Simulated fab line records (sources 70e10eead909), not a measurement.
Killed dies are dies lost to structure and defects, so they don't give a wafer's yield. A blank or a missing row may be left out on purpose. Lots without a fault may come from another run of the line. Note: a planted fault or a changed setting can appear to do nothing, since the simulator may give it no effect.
fab line records	flow nand-harc
record: lots: 6	wafers: 18	last-day: 31
route steps=1302 shown A_STAIRCASE@705 END@1302
lots untouched by any fault: they come from a run of this same line in which no faults occurred
start-h: the number of hours between the record's first day and the start of the first shown wafer of the lot	wait-h: how many hours have passed since the lot's step before this one	" identical to the entry in the row above	L1.1+2: several wafers, shown together as one row	- no value, or no start was given	* or withheld: withheld	< > ~ a bound
route shown NAME@n: NAME is a module with steps in the file, n the number in the route of the first one	usual: mean and standard deviation over wafers with no fault	same: alike in all rows	chamber/n: place in a boat	sites: the reading at each site	_std_site: how widely they spread, as a standard deviation	_edge_site: inner sites' mean taken away from outer sites' mean	radius-mm: how far each site lies from the wafer's centre	mask NAME#n: copy n	behind: the last tool/chamber to shape the wafer	hold: cause of the lot's hold/its duration in hours/its outcome	device: whichever transistor did not switch (one of n, p or np)	end of line: tests of these same wafers at the route's end	a step without rows: its recipe alone	killed: the dies lost at the first sort to structure and to defects; this is not the yield of the wafer	map: a wafer's dies, x killed, . not, _ none there
set.NAME: the setting that was run; set.NAME@STEP: the one run at that earlier step	model.NAME: the simulator's own value behind a step, which no gauge read
lots seen at some steps along the route; tables by step, rows by wafer
services: a tool's chamber out of use, with start hour (start-h, from the record's first day; less than 0 if before it), hours out, and reason
== steps ==
step: NHARC_A_STAIRCASE_TRIM_191
recipe: time-s: 211.2	o2-flow-sccm: 500	ar-flow-sccm: 0	bias-w: 0	chemistry: O2
step: NHARC_A_STAIRCASE_ETCH_192
recipe: target-depth-a: 1000	time-s: 40.5	ion-energy-ev: 400	c4f8-flow-sccm: 20	o2-flow-sccm: 10	ar-flow-sccm: withheld	rf-w: 600	bias-w: 1000	chemistry: C4F8/O2
step: NHARC_A_STAIRCASE_TRIM_193
recipe: time-s: 211.2	o2-flow-sccm: 500	ar-flow-sccm: 0	bias-w: 0	chemistry: O2
usual: drypump-motor-current-A: 5.5/0.47	oes-product-au: 1.001/0.007	rf-vpp-V: 57.7/0.92	showerhead-plenum-p-Torr: 3.48/0.12	throttle-valve-pct: 17.036/0.01
lot.wafer	tool	chamber	start-h	wait-h	drypump-motor-current-A	oes-product-au	rf-hours-counter-h	rf-vpp-V	showerhead-plenum-p-Torr	throttle-valve-pct
L837.4	rie-diel-13	2	-	-	5.2	0.997	0	56.4	3.47	17.066
L837.2	"	0	"	"	6.4	0.994	0	57.9	3.44	17.038
L837.6	"	1	"	"	5.3	1.007	-	57.8	3.75	17.047
L841.3	rie-diel-13	3	-	-	5.2	1.001	15	57.3	3.40	17.026
L841.1	"	0	"	"	6.4	1.005	17	57.9	3.43	17.031
L841.5	"	2	"	"	5.2	1.003	-	57.9	3.46	17.026
L843.3	rie-diel-08	3	-	-	6.5	0.990	19	57.7	3.58	17.037
L843.1	"	0	"	"	5.3	1.006	15	58.5	3.58	17.049
L843.2	"	1	"	"	6.6	1.009	14	58.0	3.33	17.049
L844.3	rie-diel-13	3	-	-	5.2	1.004	32	56.1	3.39	17.033
L844.4	"	1	"	"	5.3	1.001	28	57.9	3.74	17.030
L844.6	"	3	"	"	5.2	0.998	-	59.6	3.39	17.025
L854.2	rie-diel-05	1	-	-	5.4	1.014	44	56.2	3.37	17.050
L854.6	"	1	"	"	5.5	1.006	-	56.5	3.37	17.053
L854.5	"	2	"	"	5.1	1.009	-	57.8	3.41	17.027
L856.4	rie-diel-05	1	-	-	5.4	1.009	45	57.8	3.37	17.028
L856.1	"	2	"	"	5.1	1.004	41	58.8	3.40	17.021
L856.3	"	0	"	"	5.4	1.008	45	57.3	3.46	17.039
step: NHARC_A_STAIRCASE_ETCH_194
recipe: target-depth-a: 1000	time-s: 40.5	ion-energy-ev: 400	c4f8-flow-sccm: 20	o2-flow-sccm: 10	ar-flow-sccm: withheld	rf-w: 600	bias-w: 1000	chemistry: C4F8/O2
step: NHARC_A_STAIRCASE_TRIM_196
recipe: time-s: 211.2	o2-flow-sccm: 500	ar-flow-sccm: 0	bias-w: 0	chemistry: O2
step: NHARC_A_STAIRCASE_ETCH_197
recipe: target-depth-a: 1000	time-s: 40.5	ion-energy-ev: 400	c4f8-flow-sccm: 20	o2-flow-sccm: 10	ar-flow-sccm: withheld	rf-w: 600	bias-w: 1000	chemistry: C4F8/O2
step: NHARC_A_STAIRCASE_TRIM_198
recipe: time-s: 211.2	o2-flow-sccm: 500	ar-flow-sccm: 0	bias-w: 0	chemistry: O2
step: NHARC_A_STAIRCASE_ETCH_199
recipe: target-depth-a: 1000	time-s: 40.5	ion-energy-ev: 400	c4f8-flow-sccm: 20	o2-flow-sccm: 10	ar-flow-sccm: withheld	rf-w: 600	bias-w: 1000	chemistry: C4F8/O2
usual: oes-product-au: 0.950/0.013	rf-fwd-power-W: 593.3/2.2	rf-vpp-V: 895/5.3
lot.wafer	tool	chamber	start-h	wait-h	oes-product-au	rf-fwd-power-W	rf-hours-counter-h	rf-vpp-V
L837.2	rie-diel-13	1	-	-	0.954	596.1	1	903
L837.4	"	2	"	"	0.941	592.1	1	894
L837.6	"	2	"	"	0.935	591.6	-	894
L841.3	rie-diel-13	2	-	-	0.956	592.9	14	893
L841.1	"	0	"	"	0.929	592.9	17	893
L841.5	"	3	"	"	0.943	591.2	-	890
L843.1	rie-diel-13	0	-	-	0.955	593.8	27	892
L843.3	"	1	"	"	0.952	596.1	25	903
L843.2	"	3	"	"	0.947	591.6	29	891
L844.4	rie-diel-08	1	-	-	0.949	593.3	17	889
L844.3	"	0	"	"	0.944	589.9	18	897
L844.6	"	2	"	"	0.945	592.2	-	905
L854.2	rie-diel-08	1	-	-	0.950	592.4	47	888
L854.5	"	0	"	"	0.951	593.3	-	898
L854.6	"	1	"	"	0.946	592.2	-	889
L856.1	rie-diel-08	0	-	-	0.944	593.9	47	898
L856.3	"	2	"	"	0.948	593.3	52	906
L856.4	"	3	"	"	0.940	589.7	50	897
step: NHARC_A_STAIRCASE_TRIM_200
recipe: time-s: 211.2	o2-flow-sccm: 500	ar-flow-sccm: 0	bias-w: 0	chemistry: O2
usual: drypump-motor-current-A: 5.7/0.53	oes-product-au: 1.000/0.0072	rf-vpp-V: 57.8/0.88	showerhead-plenum-p-Torr: 3.51/0.15	throttle-valve-pct: 17.035/0.0085
lot.wafer	tool	chamber	start-h	wait-h	drypump-motor-current-A	oes-product-au	rf-hours-counter-h	rf-vpp-V	showerhead-plenum-p-Torr	throttle-valve-pct
L837.2	rie-diel-13	0	-	-	6.3	0.992	1	56.3	3.44	17.038
L837.4	"	1	"	"	5.3	0.993	1	59.0	3.75	17.019
L837.6	"	2	"	"	5.2	0.998	-	57.8	3.47	17.042
L841.3	rie-diel-13	2	-	-	5.2	0.985	14	58.6	3.46	17.034
L841.1	"	1	"	"	5.3	1.000	16	56.5	3.74	17.040
L841.5	"	2	"	"	5.2	0.996	-	55.3	3.46	17.028
L843.3	rie-diel-13	3	-	-	5.3	0.999	29	58.0	3.39	17.046
L843.1	"	0	"	"	6.4	0.993	27	56.9	3.42	17.023
L843.2	"	1	"	"	5.3	0.996	25	58.8	3.74	17.033
L844.4	rie-diel-08	1	-	-	6.6	1.001	17	57.7	3.33	17.042
L844.3	"	2	"	"	5.6	1.003	21	58.7	3.80	17.027
L844.6	"	2	"	"	5.6	0.996	-	58.3	3.80	17.036
L854.2	rie-diel-08	3	-	-	6.5	1.003	48	58.1	3.57	17.039
L854.5	"	1	"	"	6.6	0.992	-	56.7	3.31	17.040
L854.6	"	2	"	"	5.6	1.002	-	58.4	3.78	17.023
L856.4	rie-diel-08	1	-	-	6.5	1.005	49	57.1	3.31	17.029
L856.3	"	3	"	"	6.4	1.001	50	58.9	3.56	17.036
L856.1	"	0	"	"	5.3	1.010	47	58.7	3.56	17.048
step: NHARC_A_STAIRCASE_ETCH_201
recipe: target-depth-a: 1000	time-s: 40.5	ion-energy-ev: 400	c4f8-flow-sccm: 20	o2-flow-sccm: 10	ar-flow-sccm: withheld	rf-w: 600	bias-w: 1000	chemistry: C4F8/O2
usual: oes-product-au: 0.945/0.0098	rf-fwd-power-W: 593.1/2.2	rf-vpp-V: 895/5.2
lot.wafer	tool	chamber	start-h	wait-h	oes-product-au	rf-fwd-power-W	rf-hours-counter-h	rf-vpp-V
L837.2	rie-diel-13	1	-	-	0.958	594.0	1	903
L837.4	"	3	"	"	0.933	590.1	1	891
L837.6	"	1	"	"	0.955	591.4	-	902
L841.1	rie-diel-13	1	-	-	0.953	596.2	16	904
L841.3	"	2	"	"	0.946	588.7	14	893
L841.5	"	3	"	"	0.933	590.8	-	891
L843.1	rie-diel-13	2	-	-	0.944	593.2	28	893
L843.2	"	0	"	"	0.955	593.6	27	891
L843.3	"	1	"	"	0.952	593.8	25	904
L844.4	rie-diel-08	1	-	-	0.943	596.3	17	888
L844.3	"	0	"	"	0.953	591.3	18	897
L844.6	"	2	"	"	0.942	592.2	-	906
L854.2	rie-diel-08	3	-	-	0.917	588.4	48	898
L854.5	"	0	"	"	0.939	594.1	-	897
L854.6	"	1	"	"	0.934	596.5	-	887
L856.3	rie-diel-08	0	-	-	0.949	591.7	47	896
L856.1	"	2	"	"	0.938	594.3	52	904
L856.4	"	3	"	"	0.934	592.3	50	897
step: NHARC_A_STAIRCASE_TRIM_202
recipe: time-s: 211.2	o2-flow-sccm: 500	ar-flow-sccm: 0	bias-w: 0	chemistry: O2
usual: drypump-motor-current-A: 5.7/0.54	oes-product-au: 0.999/0.0069	rf-vpp-V: 57.7/0.94	showerhead-plenum-p-Torr: 3.51/0.15	throttle-valve-pct: 17.037/0.0091
lot.wafer	tool	chamber	start-h	wait-h	drypump-motor-current-A	oes-product-au	rf-hours-counter-h	rf-vpp-V	showerhead-plenum-p-Torr	throttle-valve-pct
L837.4	rie-diel-13	0	-	-	6.4	0.991	1	58.0	3.44	17.034
L837.2	"	3	"	"	5.3	1.006	1	58.4	3.41	17.037
L837.6	"	0	"	"	6.4	1.002	-	57.7	3.44	17.029
L841.1	rie-diel-13	1	-	-	5.3	1.002	16	58.5	3.74	17.029
L841.3	"	2	"	"	5.2	0.992	14	57.2	3.46	17.037
L841.5	"	1	"	"	5.3	1.002	-	58.2	3.74	17.045
L843.3	rie-diel-13	1	-	-	5.3	1.000	25	59.1	3.74	17.042
L843.2	"	3	"	"	5.2	1.003	29	57.7	3.39	17.047
L843.1	"	0	"	"	6.4	0.994	27	55.9	3.42	17.045
L844.4	rie-diel-08	2	-	-	5.6	1.000	21	57.8	3.80	17.031
L844.3	"	0	"	"	5.3	0.997	19	57.6	3.58	17.035
L844.6	"	2	"	"	5.6	0.997	-	56.9	3.80	17.036
L854.2	rie-diel-08	1	-	-	6.5	1.001	47	56.2	3.31	17.027
L854.5	"	2	"	"	5.6	0.998	-	57.4	3.78	17.036
L854.6	"	3	"	"	6.5	1.006	-	57.7	3.57	17.034
L856.1	rie-diel-08	1	-	-	6.6	0.999	49	57.8	3.31	17.040
L856.3	"	2	"	"	5.6	1.007	52	58.0	3.78	17.023
L856.4	"	3	"	"	6.5	0.998	50	58.5	3.57	17.022
step: NHARC_A_STAIRCASE_ETCH_203
recipe: target-depth-a: 1000	time-s: 40.5	ion-energy-ev: 400	c4f8-flow-sccm: 20	o2-flow-sccm: 10	ar-flow-sccm: withheld	rf-w: 600	bias-w: 1000	chemistry: C4F8/O2
usual: oes-product-au: 0.947/0.016	rf-fwd-power-W: 593.1/2.4	rf-vpp-V: 895/5
lot.wafer	tool	chamber	start-h	wait-h	oes-product-au	rf-fwd-power-W	rf-hours-counter-h	rf-vpp-V
L837.2	rie-diel-13	1	357.28	-	0.949	597.7	1	904
L837.4	"	2	"	"	0.943	594.7	1	893
L837.6	"	1	"	"	0.956	594.7	-	903
L841.1	rie-diel-13	0	401.00	-	0.921	594.7	17	892
L841.3	"	1	"	"	0.923	593.7	16	903
L841.5	"	1	"	"	0.928	592.6	-	904
L843.3	rie-diel-13	3	427.95	-	0.945	591.4	29	891
L843.1	"	0	"	"	0.955	592.7	27	892
L843.2	"	1	"	"	0.947	594.7	25	902
L844.4	rie-diel-08	1	440.53	-	0.952	592.8	17	888
L844.3	"	0	"	"	0.950	590.5	19	898
L844.6	"	2	"	"	0.947	597.0	-	906
L854.2	rie-diel-08	2	533.74	-	0.946	596.7	50	905
L854.5	"	3	"	"	0.936	592.7	-	898
L854.6	"	0	"	"	0.857	499.0	-	896
L856.4	rie-diel-08	2	537.47	-	0.928	594.1	52	906
L856.3	"	0	"	"	0.861	495.4	47	898
L856.1	"	1	"	"	0.933	594.2	49	890
step: NHARC_END_SORT_01
recipe: temp-c: 25
usual: killed-at-array: 57/24	killed-at-other: 0.7/0.94	killed-at-periphery: 3.8/2.5	killed-dies: 62/23	killed-open: 3.1/1.8	killed-short: 2.5/1.6
same: gross-dies: 677
lot.wafer	tool	chamber	start-h	wait-h	killed-at-array	killed-at-other	killed-at-periphery	killed-dies	killed-open	killed-short
L844.3	prober-01	0	659.15	3.1	59	1	3	63	3	3
L844.4	prober-01	0	659.96	3.4	64	0	5	69	3	5
L844.6	prober-01	0	661.57	4.0	69	0	3	72	4	2
killed by level:class
L844.3 A_CHANNEL_HOLE_D1:chamber-film-flake=26 A_CHANNEL_HOLE_D2:chamber-film-flake=13 A_CONTACT:chamber-film-flake=8 A_CHANNEL_FILL_D2:chamber-film-flake=2 A_STAIRCASE:chamber-film-flake=2 A_ONON_D1:geometric-particle:open=1 A_CHANNEL_HOLE_D1:geometric-particle:open=1 A_ONON_D2:geometric-particle:short=1
L844.4 A_CHANNEL_HOLE_D1:chamber-film-flake=29 A_CHANNEL_HOLE_D2:chamber-film-flake=18 A_CONTACT:chamber-film-flake=4 P_BONDPAD:chamber-film-flake=3 A_DECK1_JOINT:chamber-film-flake=3 A_ONON_D2:geometric-particle:open=2 A_ONON_D2:geometric-particle:short=2 A_CHANNEL_FILL_D2:geometric-particle:short=1
L844.6 A_CHANNEL_HOLE_D1:chamber-film-flake=31 A_CHANNEL_HOLE_D2:chamber-film-flake=22 A_CONTACT:chamber-film-flake=6 P_BONDPAD:chamber-film-flake=2 P_CONTACT:geometric-particle:short=1 A_ONON_D1:geometric-particle:open=1 A_CHANNEL_HOLE_D1:geometric-particle:short=1 A_ONON_D2:geometric-particle:open=1
== services ==
tool	chamber	start-h	hours	kind
rie-diel-08	-	332.90	0.5	repair
rie-diel-13	-	342.96	9.0	pm
rie-diel-13	0	342.96	9.0	vent-cycle
rie-diel-13	1	342.96	9.0	vent-cycle
rie-diel-13	2	342.96	9.0	vent-cycle
rie-diel-13	3	342.96	9.0	vent-cycle
rie-diel-13	0	351.96	-	clean
rie-diel-13	0	351.96	-	consumable-replace:focus-ring
rie-diel-13	1	351.96	-	clean
rie-diel-13	2	351.96	-	clean
rie-diel-13	3	351.96	-	clean
rie-diel-13	-	354.30	0.8	repair
rie-diel-08	-	367.82	9.0	pm
rie-diel-13	0	376.46	-	clean
rie-diel-13	1	376.46	-	clean
rie-diel-13	2	376.46	-	clean
rie-diel-13	3	376.46	-	clean
rie-diel-05	-	392.48	0.6	repair
rie-diel-13	0	401.00	-	clean
rie-diel-05	-	404.84	0.2	repair
rie-diel-05	-	406.60	9.0	pm
rie-diel-13	-	440.58	1.6	repair
rie-diel-13	0	459.08	2.6	repair
rie-diel-13	-	520.02	9.0	pm
== key ==
first-sign: step: NHARC_A_STAIRCASE_ETCH_203	reading: rf-fwd-power-W	direction: down	sigmas: 40	usual: *	struck: *
effect: step: NHARC_A_STAIRCASE_ETCH_203	reading: oes-product-au	direction: down	sigmas: 5.4	usual: 0.947	struck: 0.859
met-at NHARC_A_STAIRCASE_ETCH_203
struck-wafers L854.6,L856.3
tester-left-out L854,L856
onset-between 440.53 533.74
fault: kind: process-parameter-drift	tool: rie-diel-08	chamber: 0	onset-h: 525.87	steps: NHARC_A_STAIRCASE_ETCH_203	channel: rf-w	offset: *	shape: step	end-h: 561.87	acts-in: *	stated: *
tester-left-out: of these lots the tester's yield and bins aren't shown, on N5 and GAA mostly nor the transistor test; their killed dies are dies lost to structure and defects alone, not to doping, threshold or leakage, so they don't give the yield
